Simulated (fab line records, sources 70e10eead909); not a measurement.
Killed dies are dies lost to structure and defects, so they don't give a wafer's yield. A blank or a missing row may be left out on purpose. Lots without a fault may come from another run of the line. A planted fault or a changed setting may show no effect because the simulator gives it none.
Chamber matching | flow nand_harc | NHARC_A_CHANNEL_FILL_D2_STRIP_28 on rie_diel-11: 4 sister chambers
The step strips in O2, time 20 s. 7 wafers are shown with their chamber, then 7 later ones without.

WAFERS WITH THEIR CHAMBER
wafer  | chamber | rf_vpp_V (V) | throttle_valve_pct (%)
L076.4 | 3       | 55.4         | 17.022
L079.3 | 1       | 59.4         | 17.037
L079.6 | 0       | 58.2         | 17.029
L080.1 | 1       | 57.9         | 17.030
L080.5 | 2       | 58.3         | 17.028
L083.1 | 2       | 57.5         | 17.047
L083.2 | 0       | 58.8         | 17.039

WAFERS WITHOUT THEIR CHAMBER
wafer  | rf_vpp_V (V) | throttle_valve_pct (%)
L083.6 | 56.5         | 17.047
L092.3 | 58.8         | 17.036
L092.5 | 58.3         | 17.030
L092.6 | 56.9         | 17.029
L094.4 | 56.6         | 17.043
L094.5 | 59.3         | 17.025
L094.6 | 57.7         | 17.046

WHICH CHAMBER EACH WENT THROUGH
wafer  | from the rows above               | in truth
L083.6 | can't be placed: 2 or 0 or 3 or 1 | 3
L092.3 | can't be placed: 1 or 0 or 2      | 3
L092.5 | can't be placed: 0 or 1 or 2      | 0
L092.6 | can't be placed: 2 or 3 or 0 or 1 | 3
L094.4 | can't be placed: 2 or 0 or 3 or 1 | 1
L094.5 | can't be placed: 1 or 0 or 2      | 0
L094.6 | can't be placed: 2 or 0 or 1      | 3
Placed correctly: 0 of 7. Can't be placed from these rows: 7 (the true chamber is among the candidates in 5). Placed wrongly: 0.
How it was worked out, from the rows above alone: a wafer's distance from a chamber is the root of the sum, over the readings, of the square of ((its reading less the chamber's mean) divided by the reading's scatter). The wafer belongs to the nearest chamber; if the next one is less than 2 further off, it can't be placed. A chamber's mean is the mean of its shown wafers. The scatter: the root of (the sum of the squares of (reading less its chamber's mean) over the shown wafers, divided by (wafers less chambers)).
